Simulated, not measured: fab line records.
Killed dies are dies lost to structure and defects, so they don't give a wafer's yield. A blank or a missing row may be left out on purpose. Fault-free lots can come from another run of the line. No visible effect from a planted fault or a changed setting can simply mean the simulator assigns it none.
Matching of chambers :: flow n5 finfet :: N5_MOL_CONTACT_COAG_ETCH_15 on rie diel-01: 4 sister chambers
The step etches SiNx in CH3F/O2, stops on Si:P, target depth 7 nm. 4 wafers are shown with their chamber, then 7 later ones without.

EACH WAFER AND ITS CHAMBER
wafer: L086.2
chamber: 3
throttle valve pct (%): 15.97

wafer: L086.3
chamber: 2
throttle valve pct (%): 16.10

wafer: L092.1
chamber: 1
throttle valve pct (%): 16.53

wafer: L092.2
chamber: 0
throttle valve pct (%): 16.78

WAFERS MISSING THEIR CHAMBER
wafer: L092.4
throttle valve pct (%): 16.00

wafer: L094.1
throttle valve pct (%): 15.97

wafer: L094.5
throttle valve pct (%): 16.81

wafer: L094.6
throttle valve pct (%): 16.53

wafer: L096.1
throttle valve pct (%): 16.81

wafer: L096.4
throttle valve pct (%): 16.13

wafer: L096.5
throttle valve pct (%): 16.01

WHICH CHAMBER EACH ONE RAN IN
wafer: L092.4
from the rows above: 3
in truth: 3

wafer: L094.1
from the rows above: 3
in truth: 3

wafer: L094.5
from the rows above: 0
in truth: 0

wafer: L094.6
from the rows above: 1
in truth: 1

wafer: L096.1
from the rows above: 0
in truth: 0

wafer: L096.4
from the rows above: 2
in truth: 2

wafer: L096.5
from the rows above: can't be placed: 3 or 2
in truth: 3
Placed correctly: 6 of 7. Can't be placed from these rows: 1 (the true chamber is among the candidates in 1). 0 placed wrongly.
How it was worked out, from the rows above alone: a wafer's distance from a chamber is the root of the sum, over the readings, of the square of ((its reading less the chamber's mean) divided by the reading's scatter). The wafer belongs to the nearest chamber; if the next one is less than 2 further off, it can't be placed. For every chamber, the mean is computed from those of its wafers that are shown. The scatter: with one shown wafer a chamber, the root of the mean of the squares of how far each hidden wafer lies from its nearest shown one.
